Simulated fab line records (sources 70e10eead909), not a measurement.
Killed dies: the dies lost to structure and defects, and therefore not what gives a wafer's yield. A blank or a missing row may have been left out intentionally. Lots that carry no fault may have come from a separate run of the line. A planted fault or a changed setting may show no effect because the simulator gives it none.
fab line records | flow nandHarc
[record] lots = 13 | wafers = 39 | lastDay = 24
route steps=1159 shown A_ONON_D1@430 A_BONDPAD@1077 THIN_TSV@1127 END@1159
lots that met no fault: from a run of the same line without faults
startH: hours from the record's opening day to when the first of the lot's shown wafers began | waitH: hours from the lot's prior step to this one | " identical to the entry in the row above | L1.1+2: a row that stands for several wafers | - value missing, or start not given | * or withheld: withheld | < > ~ a bound
route shown NAME@n: names a module that has steps shown in the file, with the first one's number in the route | usual: mean and standard deviation over wafers with no fault | same: alike in all rows | chamber/n: place in a boat | sites: each site's reading | _std_site: the standard deviation of these | _edge_site: inner sites' mean taken away from outer sites' mean | radiusMm: how far each site lies from the wafer's centre | mask NAME#n: copy n | behind: the last tool/chamber to shape the wafer | hold: reason for holding the lot/hours on hold/outcome of the hold | device: whichever transistor did not switch (one of n, p or np) | end of line: the tests these same wafers got at the end of their route | where a step has no rows: the recipe by itself | killed: the dies lost at the first sort to structure and to defects; this is not the yield of the wafer | map: shows each die of a wafer: x if killed, . if not, _ if none is there
set.NAME: the setting as run; set.NAME@STEP: as run at that earlier step | model.NAME: the simulator's own value behind a step, which no gauge read
a sample of lots followed through the steps of the route, with each step as a table and each wafer as a row
services: when a tool's chamber went out of use (startH, in hours from the record's first day, below 0 if earlier), for how many hours, and the reason
[[steps]]
[step NHARC_A_ONON_D1_DEP_09]
[recipe] targetThkA = 10000 | n2FlowSccm = 2750 | n2oFlowSccm = 2000 | nh3FlowSccm = 500 | sih4FlowSccm = 210 | tempC = 400
[usual] sih4FlowSccm = 209.9/0.67
lot.wafer | tool         | chamber | startH | waitH | sih4FlowSccm
L395.2    | pecvdOnon-03 | 0       | 170.46 | 0.1   | 210.1
L395.3    | "            | 0       | "      | "     | 209.0
L395.5    | "            | 0       | "      | "     | 209.6
L396.2    | pecvdOnon-02 | 0       | 174.02 | 0.1   | 210.3
L396.3    | "            | 0       | "      | "     | 211.1
L396.6    | "            | 0       | "      | "     | 209.8
L398.2    | pecvdOnon-03 | 0       | 182.22 | 0.1   | 210.0
L398.3    | "            | 0       | "      | "     | 210.3
L398.5    | "            | 0       | "      | "     | 210.6
L400.2    | pecvdOnon-03 | 0       | 186.00 | 0.1   | 210.5
L400.5    | "            | 0       | "      | "     | 209.8
L400.6    | "            | 0       | "      | "     | 210.0
L399.3    | pecvdOnon-02 | 0       | 186.05 | 0.2   | 209.8
L399.4    | "            | 0       | "      | "     | 209.9
L399.5    | "            | 0       | "      | "     | 209.9
L402.2    | pecvdOnon-02 | 0       | 198.37 | 0.1   | 209.2
L402.3    | "            | 0       | "      | "     | 210.4
L402.6    | "            | 0       | "      | "     | 210.0
L401.2    | pecvdOnon-03 | 0       | 198.38 | 0.1   | 209.5
L401.4    | "            | 0       | "      | "     | 209.4
L401.6    | "            | 0       | "      | "     | 208.6
L403.1    | pecvdOnon-03 | 0       | 215.40 | 0.1   | 210.6
L403.2    | "            | 0       | "      | "     | 209.7
L403.3    | "            | 0       | "      | "     | 211.2
L405.2    | pecvdOnon-03 | 0       | 222.88 | 0.1   | 209.9
L405.3    | "            | 0       | "      | "     | 208.9
L405.4    | "            | 0       | "      | "     | 210.0
L413.2    | pecvdOnon-01 | 0       | 273.28 | 0.1   | 210.1
L413.3    | "            | 0       | "      | "     | 210.6
L413.5    | "            | 0       | "      | "     | 210.9
L414.3    | pecvdOnon-02 | 0       | 273.33 | 0.2   | 210.4
L414.4    | "            | 0       | "      | "     | 210.3
L414.5    | "            | 0       | "      | "     | 210.6
L416.3    | pecvdOnon-03 | 0       | 290.19 | 0.2   | 209.8
L416.5    | "            | 0       | "      | "     | 211.1
L416.6    | "            | 0       | "      | "     | 211.1
L417.2    | pecvdOnon-02 | 0       | 305.54 | 0.1   | 208.7
L417.5    | "            | 0       | "      | "     | 208.4
L417.6    | "            | 0       | "      | "     | 208.7
[step NHARC_A_BONDPAD_ETCH_12]
[recipe] targetDepthA = 2200 | timeS = 110 | chf3FlowSccm = 50 | o2FlowSccm = 10 | arFlowSccm = 200 | rfW = 500 | biasW = 200 | chemistry = CHF3/O2
[usual] drypumpMotorCurrentA = 5.37/0.22 | mfcArSccm = 200.0/0.55 | oesProductAu = 0.955/0.024 | rfVppV = 371.4/2.6 | showerheadPlenumPTorr = 2.44/0.12 | throttleValvePct = 20.572/0.009
lot.wafer | tool       | chamber | startH | waitH | drypumpMotorCurrentA | mfcArSccm | oesProductAu | rfHoursCounterH | rfVppV | showerheadPlenumPTorr | throttleValvePct
L396.2    | rieDiel-11 | 0       | -      | -     | 5.24                 | 199.5     | 0.996        | 1               | 372.4  | 2.51                  | 20.566
L396.3    | "          | 3       | "      | "     | 5.01                 | 200.7     | 0.987        | 1               | 368.3  | 2.34                  | 20.572
L396.6    | "          | 0       | "      | "     | 5.21                 | 199.6     | 0.990        | -               | 373.1  | 2.51                  | 20.571
L395.2    | rieDiel-11 | 2       | -      | -     | 5.51                 | 199.1     | 0.967        | 1               | 367.3  | 2.25                  | 20.562
L395.3    | "          | 3       | "      | "     | 5.02                 | 200.0     | 0.979        | 1               | 370.4  | 2.34                  | 20.579
L395.5    | "          | 2       | "      | "     | 5.54                 | 199.5     | 0.965        | -               | 367.4  | 2.26                  | 20.583
L400.2    | rieDiel-11 | 0       | -      | -     | 5.25                 | 199.8     | 0.980        | 2               | 374.3  | 2.51                  | 20.589
L400.6    | "          | 1       | "      | "     | 5.60                 | 200.0     | 0.984        | -               | 375.3  | 2.56                  | 20.585
L400.5    | "          | 2       | "      | "     | 5.52                 | 199.5     | 0.984        | -               | 367.4  | 2.26                  | 20.580
L398.3    | rieDiel-11 | 1       | -      | -     | 5.58                 | 199.5     | 0.971        | 2               | 374.5  | 2.56                  | 20.559
L398.2    | "          | 3       | "      | "     | 5.04                 | 200.4     | 0.980        | 2               | 370.6  | 2.34                  | 20.577
L398.5    | "          | 1       | "      | "     | 5.60                 | 199.9     | 0.965        | -               | 375.2  | 2.56                  | 20.560
L399.4    | rieDiel-11 | 1       | -      | -     | 5.60                 | 199.6     | 0.972        | 2               | 374.2  | 2.56                  | 20.574
L399.3    | "          | 2       | "      | "     | 5.53                 | 200.3     | 0.981        | 2               | 366.0  | 2.25                  | 20.592
L399.5    | "          | 2       | "      | "     | 5.55                 | 200.8     | 0.981        | -               | 366.6  | 2.26                  | 20.582
L401.4    | rieDiel-07 | 0       | -      | -     | 5.05                 | 199.9     | 0.939        | 9               | 370.7  | 2.44                  | 20.575
L401.2    | "          | 1       | "      | "     | 5.51                 | 200.2     | 0.929        | 8               | 372.5  | 2.53                  | 20.565
L401.6    | "          | 1       | "      | "     | 5.52                 | 200.9     | 0.929        | -               | 374.4  | 2.53                  | 20.582
L402.2    | rieDiel-11 | 3       | -      | -     | 5.03                 | 200.7     | 0.948        | 3               | 369.2  | 2.34                  | 20.572
L402.3    | "          | 0       | "      | "     | 5.21                 | 199.8     | 0.981        | 3               | 372.9  | 2.51                  | 20.558
L402.6    | "          | 3       | "      | "     | 5.01                 | 200.4     | 0.957        | -               | 369.3  | 2.34                  | 20.569
L403.2    | rieDiel-11 | 0       | -      | -     | 5.24                 | 200.7     | 0.930        | 3               | 373.1  | 2.51                  | 20.575
L403.1    | "          | 1       | "      | "     | 5.57                 | 200.8     | 0.929        | 3               | 372.6  | 2.56                  | 20.574
L403.3    | "          | 3       | "      | "     | 5.03                 | 199.8     | 0.926        | 3               | 368.9  | 2.34                  | 20.571
L405.3    | rieDiel-11 | 3       | -      | -     | 5.04                 | 200.9     | 0.951        | 3               | 367.9  | 2.34                  | 20.580
L405.2    | "          | 1       | "      | "     | 5.62                 | 200.1     | 0.955        | 3               | 373.3  | 2.56                  | 20.568
L405.4    | "          | 2       | "      | "     | 5.51                 | 199.8     | 0.958        | 3               | 365.2  | 2.25                  | 20.591
L414.3    | rieDiel-11 | 1       | -      | -     | 5.59                 | 199.6     | 0.925        | 5               | 372.6  | 2.56                  | 20.594
L414.4    | "          | 3       | "      | "     | 5.04                 | 199.4     | 0.934        | 5               | 369.1  | 2.34                  | 20.577
L414.5    | "          | 2       | "      | "     | 5.49                 | 200.2     | 0.931        | -               | 368.4  | 2.25                  | 20.566
L413.2    | rieDiel-07 | 0       | -      | -     | 5.04                 | 200.7     | 0.934        | 24              | 370.8  | 2.44                  | 20.573
L413.3    | "          | 1       | "      | "     | 5.51                 | 199.7     | 0.938        | 25              | 371.8  | 2.53                  | 20.582
L413.5    | "          | 2       | "      | "     | 5.48                 | 200.0     | 0.913        | -               | 371.3  | 2.44                  | 20.565
L416.3    | rieDiel-11 | 2       | -      | -     | 5.52                 | 200.0     | 0.962        | 6               | 367.8  | 2.25                  | 20.572
L416.6    | "          | 0       | "      | "     | 5.24                 | 198.9     | 0.967        | -               | 371.9  | 2.51                  | 20.561
L416.5    | "          | 1       | "      | "     | 5.58                 | 200.8     | 0.949        | -               | 374.4  | 2.56                  | 20.561
L417.2    | rieDiel-11 | 2       | -      | -     | 5.48                 | 201.0     | 0.921        | 6               | 368.0  | 2.25                  | 20.567
L417.6    | "          | 2       | "      | "     | 5.51                 | 200.4     | 0.919        | -               | 367.5  | 2.25                  | 20.579
L417.5    | "          | 0       | "      | "     | 5.25                 | 200.2     | 0.934        | -               | 372.8  | 2.51                  | 20.573
[step NHARC_THIN_TSV_DEGAS_49]
[recipe] tempC = 300 | timeS = 120
[usual] heaterPowerW = 459/43
lot.wafer | tool          | chamber | startH | waitH | heaterPowerW
L396.2    | pvdSputter-03 | -       | 434.12 | 0.1   | 455
L396.3    | "             | -       | "      | "     | 457
L396.6    | "             | -       | "      | "     | 445
L395.2    | pvdSputter-02 | -       | 435.08 | 0.2   | 595
L395.3    | "             | -       | "      | "     | 440
L395.5    | "             | -       | "      | "     | 456
L400.2    | pvdSputter-02 | -       | 442.78 | 0.2   | 438
L400.6    | "             | -       | "      | "     | 590
L400.5    | "             | -       | "      | "     | 446
L398.2    | pvdSputter-02 | -       | 450.69 | 0.2   | 601
L398.3    | "             | -       | "      | "     | 436
L398.5    | "             | -       | "      | "     | 435
L399.4    | pvdSputter-02 | -       | 451.86 | 0.1   | 463
L399.3    | "             | -       | "      | "     | 429
L399.5    | "             | -       | "      | "     | 581
L401.2    | pvdSputter-02 | -       | 472.90 | 0.1   | 445
L401.4    | "             | -       | "      | "     | 593
L401.6    | "             | -       | "      | "     | 439
L402.2    | pvdSputter-02 | -       | 474.18 | 0.1   | 450
L402.3    | "             | -       | "      | "     | 447
L402.6    | "             | -       | "      | "     | 462
L403.3    | pvdSputter-03 | -       | 481.81 | 0.1   | 451
L403.2    | "             | -       | "      | "     | 439
L403.1    | "             | -       | "      | "     | 458
L405.2    | pvdSputter-03 | -       | 482.90 | 0.1   | 451
L405.3    | "             | -       | "      | "     | 447
L405.4    | "             | -       | "      | "     | 454
L414.4    | pvdSputter-03 | -       | 532.10 | 0.1   | 456
L414.3    | "             | -       | "      | "     | 433
L414.5    | "             | -       | "      | "     | 454
L413.2    | pvdSputter-03 | -       | 540.67 | 0.1   | 452
L413.3    | "             | -       | "      | "     | 461
L413.5    | "             | -       | "      | "     | 453
L416.3    | pvdSputter-03 | -       | 550.06 | 0.1   | 452
L416.6    | "             | -       | "      | "     | 443
L416.5    | "             | -       | "      | "     | 433
L417.2    | pvdSputter-03 | -       | 561.08 | 0.2   | 462
L417.5    | "             | -       | "      | "     | 434
L417.6    | "             | -       | "      | "     | 459
[step NHARC_THIN_TSV_PVD_19]
[recipe] targetThkA = 200 | chamberPressurePa = 5 | material = TaN
[usual] throttleValvePct = 29.2/0.59
lot.wafer | tool          | chamber | startH | waitH | throttleValvePct
L396.2    | pvdSputter-03 | -       | -      | -     | 28.8
L396.3    | "             | -       | "      | "     | 28.7
L396.6    | "             | -       | "      | "     | 28.8
L395.2    | pvdSputter-02 | -       | -      | -     | 29.8
L395.3    | "             | -       | "      | "     | 29.5
L395.5    | "             | -       | "      | "     | 29.4
L400.2    | pvdSputter-02 | -       | -      | -     | 29.7
L400.6    | "             | -       | "      | "     | 29.2
L400.5    | "             | -       | "      | "     | 29.7
L398.3    | pvdSputter-02 | -       | -      | -     | 29.6
L398.2    | "             | -       | "      | "     | 29.5
L398.5    | "             | -       | "      | "     | 29.3
L399.4    | pvdSputter-02 | -       | -      | -     | 28.8
L399.3    | "             | -       | "      | "     | 29.5
L399.5    | "             | -       | "      | "     | 29.5
L401.2    | pvdSputter-02 | -       | -      | -     | 29.7
L401.4    | "             | -       | "      | "     | 28.8
L401.6    | "             | -       | "      | "     | 29.6
L402.2    | pvdSputter-02 | -       | -      | -     | 28.8
L402.3    | "             | -       | "      | "     | 29.6
L402.6    | "             | -       | "      | "     | 29.5
L403.2    | pvdSputter-03 | -       | -      | -     | 28.0
L403.3    | "             | -       | "      | "     | 28.7
L403.1    | "             | -       | "      | "     | 29.5
L405.2    | pvdSputter-03 | -       | -      | -     | 29.0
L405.3    | "             | -       | "      | "     | 29.2
L405.4    | "             | -       | "      | "     | 29.4
L414.3    | pvdSputter-03 | -       | -      | -     | 29.2
L414.4    | "             | -       | "      | "     | 29.0
L414.5    | "             | -       | "      | "     | 29.4
L413.2    | pvdSputter-03 | -       | -      | -     | 28.0
L413.3    | "             | -       | "      | "     | 28.9
L413.5    | "             | -       | "      | "     | 29.3
L416.3    | pvdSputter-03 | -       | -      | -     | 29.4
L416.6    | "             | -       | "      | "     | 29.4
L416.5    | "             | -       | "      | "     | 29.3
L417.2    | pvdSputter-03 | -       | -      | -     | 29.5
L417.5    | "             | -       | "      | "     | 28.7
L417.6    | "             | -       | "      | "     | 29.3
[step NHARC_END_SORT_01]
[recipe] tempC = 25
[usual] killedAtArray = 21/8.9 | killedAtOther = 0.8/1.3 | killedAtPeriphery = 3.6/2.4 | killedDies = 26/8.9 | killedOpen = 3.1/1.8 | killedShort = 1.9/1.3
[same] grossDies = 677
lot.wafer | tool      | chamber | startH | waitH | killedAtArray | killedAtOther | killedAtPeriphery | killedDies | killedOpen | killedShort
L403.1    | prober-01 | 0       | 493.77 | 2.5   | 84            | 5             | 1                 | 90         | 2          | 2
L403.2    | prober-01 | 0       | 494.58 | 2.8   | 81            | 0             | 2                 | 83         | 2          | 0
L403.3    | prober-01 | 0       | 495.39 | 3.1   | 85            | 3             | 3                 | 91         | 3          | 3
L405.2    | prober-02 | 0       | 494.60 | 2.8   | 68            | 0             | 5                 | 73         | 3          | 4
L405.3    | prober-02 | 0       | 495.38 | 3.1   | 61            | 0             | 7                 | 68         | 4          | 3
L405.4    | prober-02 | 0       | 496.17 | 3.4   | 58            | 0             | 4                 | 62         | 2          | 0
// killed by level:class
L403.1 A_ONON_D1:unspecified=53 A_CHANNEL_HOLE_D1:chamberFilmFlake=19 A_SLIT:chamberFilmFlake=5 THIN_TSV:chamberFilmFlake=5 A_CONTACT:chamberFilmFlake=2 P_GATE:geometricParticle:open=1 A_ONON_D1:geometricParticle:open=1 A_CHANNEL_HOLE_D1:geometricParticle:short=1
L403.2 A_ONON_D1:unspecified=54 A_CHANNEL_HOLE_D1:chamberFilmFlake=12 A_SLIT:chamberFilmFlake=11 P_M1:chamberFilmFlake=2 A_CONTACT:geometricParticle:open=1 A_M0:geometricParticle:open=1 A_STAIRCASE:chamberFilmFlake=1 A_WL_FILL:chamberFilmFlake=1
L405.2 A_ONON_D1:unspecified=54 A_CONTACT:chamberFilmFlake=4 A_CHANNEL_HOLE_D1:chamberFilmFlake=3 P_M1:chamberFilmFlake=2 P_STI:geometricParticle:open=1 P_GATE:geometricParticle:short=1 A_CHANNEL_FILL_D1:geometricParticle:short=1 A_SGD_CUT:geometricParticle:open=1
L405.3 A_ONON_D1:unspecified=49 P_M1:chamberFilmFlake=5 A_CHANNEL_HOLE_D1:chamberFilmFlake=4 P_GATE:geometricParticle:open=1 P_M0:geometricParticle:open=1 A_ONON_D1:geometricParticle:short=1 A_CHANNEL_FILL_D1:geometricParticle:short=1 A_SGD_CUT:geometricParticle:open=1
L403.3 A_ONON_D1:unspecified=54 A_CHANNEL_HOLE_D1:chamberFilmFlake=16 A_SLIT:chamberFilmFlake=7 THIN_TSV:chamberFilmFlake=3 A_WL_FILL:geometricParticle:short=2 P_M0:geometricParticle:open=1 A_ONON_D1:geometricParticle:open=1 A_WL_FILL:geometricParticle:open=1
L405.4 A_ONON_D1:unspecified=51 P_M1:chamberFilmFlake=4 A_CONTACT:chamberFilmFlake=4 A_CHANNEL_HOLE_D1:geometricParticle:open=1 A_M0:geometricParticle:open=1 A_CHANNEL_HOLE_D1:chamberFilmFlake=1
[[services]]
tool          | chamber | startH | hours | kind
pvdSputter-03 | -       | 149.01 | 1.8   | repair
pecvdOnon-03  | -       | 153.21 | 13.0  | pm
rieDiel-11    | -       | 189.50 | 9.0   | pm
pvdSputter-03 | -       | 200.98 | 2.4   | repair
pvdSputter-02 | -       | 214.02 | 10.0  | pm
rieDiel-07    | -       | 228.21 | 9.0   | pm
rieDiel-11    | 2       | 262.22 | 11.2  | repair
pvdSputter-03 | -       | 280.00 | 10.0  | pm
rieDiel-11    | 2       | 287.68 | 3.9   | repair
pecvdOnon-02  | -       | 292.00 | 13.0  | pm
rieDiel-07    | 0       | 331.82 | 3.1   | repair
pecvdOnon-03  | -       | 334.21 | 13.0  | pm
rieDiel-11    | -       | 366.50 | 9.0   | pm
pvdSputter-02 | -       | 392.04 | 10.0  | pm
pvdSputter-03 | -       | 397.09 | 2.5   | repair
rieDiel-11    | 1       | 437.11 | 3.8   | repair
pvdSputter-03 | -       | 458.00 | 10.0  | pm
pecvdOnon-03  | -       | 460.61 | 8.5   | repair
pecvdOnon-02  | -       | 473.21 | 13.0  | pm
pvdSputter-02 | -       | 495.66 | 7.5   | repair
pecvdOnon-03  | -       | 515.21 | 13.0  | pm
rieDiel-11    | 3       | 532.10 | 31.0  | repair
rieDiel-11    | -       | 543.50 | 9.0   | pm
rieDiel-11    | 0       | 554.26 | 10.0  | repair
[[key]]
[firstSign] step = NHARC_END_SORT_01 | reading = killedDies | direction = up | sigmas = 5.8 | usual = 26 | struck = 78
[effect] step = NHARC_END_SORT_01 | reading = killedAtArray | direction = up | sigmas = 5.8 | usual = 21 | struck = 73
[moreKillsBornAt] NHARC_A_ONON_D1_DEP_09@pecvdOnon-03 = 315
metAt NHARC_A_ONON_D1_DEP_09
struckLots L403,L405
testerLeftOut L403,L405
notActingAt NHARC_A_BONDPAD_ETCH_12,NHARC_THIN_TSV_DEGAS_49,NHARC_THIN_TSV_PVD_19
onsetBetween 198.38 215.40
[fault] kind = chamberParticleSource | tool = pecvdOnon-03 | chamber = - | onsetH = 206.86 | steps = NHARC_A_ONON_D1_DEP_09 | ratePerVisitCm2 = 1.7233 | endH = 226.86
// testerLeftOut: of these lots the tester's yield and bins aren't shown, on N5 and GAA mostly nor the transistor test; their killed dies are dies lost to structure and defects alone, not to doping, threshold or leakage, so they don't give the yield
